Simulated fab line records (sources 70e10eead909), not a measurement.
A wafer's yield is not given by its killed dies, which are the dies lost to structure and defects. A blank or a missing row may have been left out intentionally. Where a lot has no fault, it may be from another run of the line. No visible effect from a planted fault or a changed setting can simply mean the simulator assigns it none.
fab line records -- flow nand_harc
record lots=6, wafers=18, last_day=34
route steps=1302 shown A_STAIRCASE@844 END@1302
lots untouched by any fault: they come from a run of this same line in which no faults occurred
start_h: start of the lot's first displayed wafer, in hours after the record's first day -- wait_h: hours elapsed since this lot's preceding step -- " same as the row above -- L1.1+2: one row covering several wafers at once -- - either no value or no given start -- * or withheld: withheld -- < > ~ a bound
route shown NAME@n: names a module that has steps shown in the file, with the first one's number in the route -- usual: mean and standard deviation over wafers with no fault -- same: alike in all rows -- chamber/n: place in a boat -- sites: readings site by site -- _std_site: standard deviation of those values -- _edge_site: inner sites' mean taken away from outer sites' mean -- radius_mm: how far each site lies from the wafer's centre -- mask NAME#n: copy n -- behind: tool/chamber where the wafer was last shaped -- hold: reason for holding the lot/hours on hold/outcome of the hold -- device: the transistor (n, p or np) that didn't switch -- end of line: tests run on the same wafers once the route is complete -- step lacking rows: just its recipe -- killed: count of dies lost to structure and defects at first sort (not the wafer's yield) -- map: per-die view of a wafer (x killed, . not killed, _ where there is no die)
set.NAME: the setting that was run; set.NAME@STEP: the one run at that earlier step -- model.NAME: the simulator's own value behind a step, which no gauge read
certain route steps with their lots: each step a table, each wafer a row
services: a tool's chamber out of use, with start hour (start_h, from the record's first day; less than 0 if before it), hours out, and reason
## steps
# step NHARC_A_STAIRCASE_DEP_417
# recipe target_thk_a=600, step_coverage_pct=20, temp_c=400, target_thk_nm=60, flow_sccm=200, rf_w=450, material=Si3N4
# usual heater_power_w=756/89
lot.wafer,tool,chamber,start_h,wait_h,heater_power_w
L148.1,pecvd-04,0,476.23,-,876
L148.2,pecvd-04,2,476.23,-,822
L148.4,pecvd-04,0,476.23,-,894
L151.2,pecvd-02,0,516.62,-,639
L151.5,pecvd-02,0,516.62,-,647
L151.4,pecvd-02,2,516.62,-,624
L157.3,pecvd-03,2,574.65,-,752
L157.5,pecvd-03,2,574.65,-,763
L157.6,pecvd-03,0,574.65,-,720
L158.1,pecvd-02,1,579.64,-,864
L158.2,pecvd-02,2,579.64,-,749
L158.6,pecvd-02,0,579.64,-,711
L160.2,pecvd-03,2,611.27,-,690
L160.1,pecvd-03,0,611.27,-,861
L160.3,pecvd-03,1,611.27,-,646
L162.3,pecvd-03,1,631.18,-,560
L162.1,pecvd-03,0,631.18,-,731
L162.5,pecvd-03,2,631.18,-,719
# step NHARC_A_STAIRCASE_WET_418
# recipe temp_c=160, target_depth_a=200, chemistry=H3PO4
# step NHARC_A_STAIRCASE_PRECLEAN_419
# recipe time_s=*, temp_c=50, bath_age_min=0, chemistry=SC1
# step NHARC_A_STAIRCASE_SRD_421
# step NHARC_A_STAIRCASE_ALD_420
# recipe target_thk_a=200, pulse_time_s=6, ald_cycles=200, temp_c=300, material=SiO2
# usual heater_power_w=469/75, precursor_pulse_height_rel=0.999/0.02
lot.wafer,tool,chamber,start_h,wait_h,heater_power_w,precursor_pulse_height_rel
L148.2,ald_hk-03,2,478.93,-,468,0.976
L148.4,ald_hk-03,3,478.93,-,492,1.014
L148.1,ald_hk-03,0,478.93,-,398,1.013
L151.2,ald_hk-04,2,519.64,-,381,0.972
L151.4,ald_hk-04,3,519.64,-,482,0.998
L151.5,ald_hk-04,1,519.64,-,419,0.986
L157.3,ald_hk-01,3,577.61,-,557,1.003
L157.6,ald_hk-01,2,577.61,-,403,0.974
L157.5,ald_hk-01,3,577.61,-,564,1.000
L158.2,ald_hk-01,1,583.09,-,592,1.005
L158.1,ald_hk-01,2,583.09,-,401,1.023
L158.6,ald_hk-01,1,583.09,-,590,0.975
L160.2,ald_hk-01,3,614.14,-,539,1.026
L160.3,ald_hk-01,0,614.14,-,370,1.002
L160.1,ald_hk-01,1,614.14,-,592,0.982
L162.1,ald_hk-01,1,634.07,-,571,1.034
L162.3,ald_hk-01,2,634.07,-,418,0.990
L162.5,ald_hk-01,0,634.07,-,378,0.981
# step NHARC_A_STAIRCASE_CVD_552
# recipe target_thk_a=400, temp_c=700, pressure_mtorr=300, material=SiNx
# step NHARC_A_STAIRCASE_DEP_151
# recipe target_thk_a=72000, temp_c=400, target_thk_nm=7200, teos_flow_sccm=200, rf_w=500, material=SiO2
# usual heater_power_w=683/98, mfc_precursor_sccm=200.0/0.66
lot.wafer,tool,chamber,start_h,wait_h,heater_power_w,mfc_precursor_sccm
L148.2,pecvd-04,1,487.08,0.4,748,200.1
L148.1,pecvd-04,2,487.08,0.4,813,200.3
L148.4,pecvd-04,0,487.08,0.4,777,199.9
L151.2,pecvd-04,1,527.48,0.4,742,199.9
L151.4,pecvd-04,2,527.48,0.4,658,200.0
L151.5,pecvd-04,0,527.48,0.4,774,200.0
L157.3,pecvd-02,2,585.69,0.5,700,200.8
L157.6,pecvd-02,1,585.69,0.5,680,200.6
L157.5,pecvd-02,2,585.69,0.5,577,200.3
L158.1,pecvd-03,1,591.14,0.5,542,201.6
L158.2,pecvd-03,2,591.14,0.5,751,199.3
L158.6,pecvd-03,2,591.14,0.5,668,198.6
L160.3,pecvd-03,1,619.03,0.4,602,199.6
L160.2,pecvd-03,2,619.03,0.4,808,199.1
L160.1,pecvd-03,0,619.03,0.4,737,200.9
L162.3,pecvd-03,2,642.09,0.4,738,200.7
L162.1,pecvd-03,1,642.09,0.4,566,200.5
L162.5,pecvd-03,2,642.09,0.4,662,200.1
# step NHARC_A_STAIRCASE_ANNEAL_320
# recipe temp_c=750, time_s=1800
# step NHARC_A_STAIRCASE_DEP_322
# recipe target_thk_a=72000, temp_c=400, target_thk_nm=7200, teos_flow_sccm=200, rf_w=500, material=SiO2
# usual heater_power_w=683/92, mfc_precursor_sccm=199.9/0.6
lot.wafer,tool,chamber,start_h,wait_h,heater_power_w,mfc_precursor_sccm
L148.2,pecvd-04,2,497.25,0.2,760,200.1
L148.1,pecvd-04,0,497.25,0.2,862,200.0
L148.4,pecvd-04,2,497.25,0.2,630,200.5
L151.2,pecvd-03,1,536.89,0.2,617,200.0
L151.5,pecvd-03,1,536.89,0.2,514,200.6
L151.4,pecvd-03,2,536.89,0.2,627,201.0
L158.2,pecvd-04,1,595.85,0.1,729,199.7
L158.1,pecvd-04,2,595.85,0.1,725,199.5
L158.6,pecvd-04,1,595.85,0.1,620,200.2
L157.3,pecvd-03,0,595.94,0.2,813,200.2
L157.5,pecvd-03,2,595.94,0.2,670,199.6
L157.6,pecvd-03,0,595.94,0.2,710,199.5
L160.3,pecvd-03,2,627.43,0.1,701,199.1
L160.1,pecvd-03,0,627.43,0.1,803,200.1
L160.2,pecvd-03,1,627.43,0.1,623,199.4
L162.3,pecvd-03,2,650.24,0.4,675,200.2
L162.1,pecvd-03,1,650.24,0.4,613,199.6
L162.5,pecvd-03,2,650.24,0.4,662,199.8
# step NHARC_A_STAIRCASE_ANNEAL_323
# recipe temp_c=750, time_s=1800
# step NHARC_A_STAIRCASE_DEP_325
# recipe target_thk_a=72000, temp_c=400, target_thk_nm=7200, teos_flow_sccm=200, rf_w=500, material=SiO2
# usual heater_power_w=674/98, mfc_precursor_sccm=200.1/0.57
lot.wafer,tool,chamber,start_h,wait_h,heater_power_w,mfc_precursor_sccm
L148.2,pecvd-04,0,506.87,0.1,929,200.4
L148.1,pecvd-04,1,506.87,0.1,743,200.4
L148.4,pecvd-04,2,506.87,0.1,654,200.1
L151.2,pecvd-02,1,544.11,0.1,736,200.8
L151.4,pecvd-02,0,544.11,0.1,612,198.7
L151.5,pecvd-02,1,544.11,0.1,676,200.7
L158.1,pecvd-03,1,607.19,0.2,610,199.5
L158.2,pecvd-03,2,607.19,0.2,667,200.9
L158.6,pecvd-03,1,607.19,0.2,500,199.8
L157.3,pecvd-02,0,607.21,0.3,746,200.3
L157.6,pecvd-02,2,607.21,0.3,564,193.5
L157.5,pecvd-02,0,607.21,0.3,611,200.8
L160.1,pecvd-02,0,634.78,0.1,760,200.9
L160.2,pecvd-02,1,634.78,0.1,826,199.7
L160.3,pecvd-02,2,634.78,0.1,628,195.0
L162.1,pecvd-03,1,658.04,0.1,587,200.3
L162.3,pecvd-03,2,658.04,0.1,697,200.4
L162.5,pecvd-03,1,658.04,0.1,500,200.4
# step NHARC_A_STAIRCASE_ANNEAL_326
# recipe temp_c=750, time_s=1800
# step NHARC_END_SORT_01
# recipe temp_c=25
# usual killed_at_array=59/16, killed_at_other=0.7/1.1, killed_at_periphery=4/3, killed_dies=64/16, killed_open=3.4/1.8, killed_short=2.6/1.7
# same gross_dies=677
lot.wafer,tool,chamber,start_h,wait_h,killed_at_array,killed_at_other,killed_at_periphery,killed_dies,killed_open,killed_short
L151.2,prober-02,0,684.79,2.8,56,0,5,61,5,1
L151.4,prober-02,0,686.37,3.4,64,1,2,67,2,2
L151.5,prober-02,0,687.17,3.7,55,0,6,61,4,0
L157.3,prober-01,0,747.99,3.1,67,1,4,72,2,5
L157.5,prober-01,0,749.59,3.7,69,0,4,73,4,2
L157.6,prober-01,0,750.39,4.0,74,1,4,79,4,4
L160.1,prober-02,0,777.77,2.5,23,0,0,23,3,4
L160.2,prober-02,0,778.57,2.8,23,1,3,27,3,1
L160.3,prober-02,0,779.38,3.1,24,0,3,27,1,3
# killed by level:class
L151.2 A_CHANNEL_HOLE_D1:chamber_film_flake=34 A_SLIT:chamber_film_flake=5 A_WL_FILL:chamber_film_flake=4 P_BONDPAD:chamber_film_flake=3 A_ZERO_WELL:chamber_film_flake=3 A_CONTACT:chamber_film_flake=3 P_GATE:geometric_particle:open=1 P_M1:geometric_particle:open=1
L151.4 A_CHANNEL_HOLE_D1:chamber_film_flake=47 A_SLIT:chamber_film_flake=3 A_STAIRCASE:chamber_film_flake=3 A_SGD_CUT:chamber_film_flake=3 A_ZERO_WELL:chamber_film_flake=2 A_CONTACT:chamber_film_flake=2 P_CONTACT:geometric_particle:short=1 P_CONTACT:geometric_particle:open=1
L151.5 A_CHANNEL_HOLE_D1:chamber_film_flake=35 A_STAIRCASE:chamber_film_flake=4 A_SLIT:chamber_film_flake=4 A_WL_FILL:chamber_film_flake=4 A_ZERO_WELL:chamber_film_flake=3 A_SGD_CUT:chamber_film_flake=2 A_CONTACT:chamber_film_flake=2 P_GATE:geometric_particle:open=1
L157.3 A_CHANNEL_HOLE_D1:chamber_film_flake=29 A_SLIT:chamber_film_flake=18 A_CONTACT:chamber_film_flake=11 P_CONTACT:chamber_film_flake=3 A_STAIRCASE:chamber_film_flake=3 A_M0:geometric_particle:short=2 P_GATE:geometric_particle:short=1 A_CHANNEL_HOLE_D1:geometric_particle:short=1
L157.5 A_CHANNEL_HOLE_D1:chamber_film_flake=32 A_SLIT:chamber_film_flake=21 A_CONTACT:chamber_film_flake=7 A_DECK1_JOINT:chamber_film_flake=2 P_CONTACT:geometric_particle:open=1 A_ONON_D1:geometric_particle:short=1 A_CHANNEL_FILL_D2:geometric_particle:short=1 A_CHANNEL_FILL_D2:geometric_particle:open=1
L157.6 A_SLIT:chamber_film_flake=28 A_CHANNEL_HOLE_D1:chamber_film_flake=26 A_CONTACT:chamber_film_flake=7 A_WL_FILL:geometric_particle:short=4 P_CONTACT:chamber_film_flake=3 A_ZERO_WELL:chamber_film_flake=3 A_STAIRCASE:chamber_film_flake=2 P_CONTACT:geometric_particle:open=1
L160.1 A_SLIT:chamber_film_flake=6 A_CONTACT:chamber_film_flake=5 A_STAIRCASE:chamber_film_flake=3 A_DECK1_JOINT:geometric_particle:short=2 A_CHANNEL_FILL_D2:geometric_particle:open=2 A_ONON_D1:geometric_particle:short=1 A_CHANNEL_FILL_D1:geometric_particle:short=1 A_CHANNEL_FILL_D1:geometric_particle:open=1
L160.2 A_SLIT:chamber_film_flake=9 A_CHANNEL_FILL_D2:chamber_film_flake=4 P_GATE:chamber_film_flake=2 A_CHANNEL_HOLE_D1:chamber_film_flake=2 A_CONTACT:chamber_film_flake=2 A_ONON_D1:geometric_particle:short=1 A_ONON_D1:geometric_particle:open=1 A_CHANNEL_FILL_D2:geometric_particle:open=1
L160.3 A_SLIT:chamber_film_flake=6 A_STAIRCASE:chamber_film_flake=5 A_CONTACT:chamber_film_flake=4 A_CHANNEL_HOLE_D2:geometric_particle:short=2 P_ZERO_WELL:chamber_film_flake=2 A_CHANNEL_FILL_D2:chamber_film_flake=2 A_ONON_D1:geometric_particle:short=1 A_M0:geometric_particle:open=1
## services
tool,chamber,start_h,hours,kind
pecvd-04,0,463.12,-,clean
pecvd-04,1,463.12,-,clean
pecvd-04,2,463.12,-,clean
ald_hk-01,-,475.98,10.0,pm
ald_hk-03,-,501.06,3.2,repair
pecvd-04,-,538.78,0.7,repair
pecvd-03,-,547.00,13.0,pm
pecvd-03,0,547.00,13.0,vent_cycle
pecvd-03,1,547.00,13.0,vent_cycle
pecvd-03,2,547.00,13.0,vent_cycle
pecvd-03,0,560.00,-,clean
pecvd-03,1,560.00,-,clean
pecvd-03,2,560.00,-,clean
ald_hk-03,-,570.08,10.0,pm
pecvd-02,-,589.69,13.0,pm
pecvd-02,0,589.69,13.0,vent_cycle
pecvd-02,1,589.69,13.0,vent_cycle
pecvd-02,2,589.69,13.0,vent_cycle
pecvd-02,0,602.69,-,clean
pecvd-02,1,602.69,-,clean
ald_hk-04,-,610.80,10.0,pm
pecvd-04,-,627.08,1.0,repair
pecvd-04,-,631.12,13.0,pm
ald_hk-01,-,653.98,10.0,pm
## key
first_sign step=NHARC_A_STAIRCASE_DEP_325, reading=mfc_precursor_sccm, direction=down, sigmas=10, usual=200.1, struck=194.2
effect none on later readings
met_at NHARC_A_STAIRCASE_DEP_325
struck_wafers L157.6,L160.3
tester_left_out L157,L160
fault kind=process_parameter_drift, tool=pecvd-02, chamber=2, onset_h=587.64, steps=NHARC_A_STAIRCASE_DEP_325, channel=teos_flow_sccm, offset=*, shape=step, end_h=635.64, acts_in=*, stated=*
# tester_left_out: of these lots the tester's yield and bins aren't shown, on N5 and GAA mostly nor the transistor test; their killed dies are dies lost to structure and defects alone, not to doping, threshold or leakage, so they don't give the yield
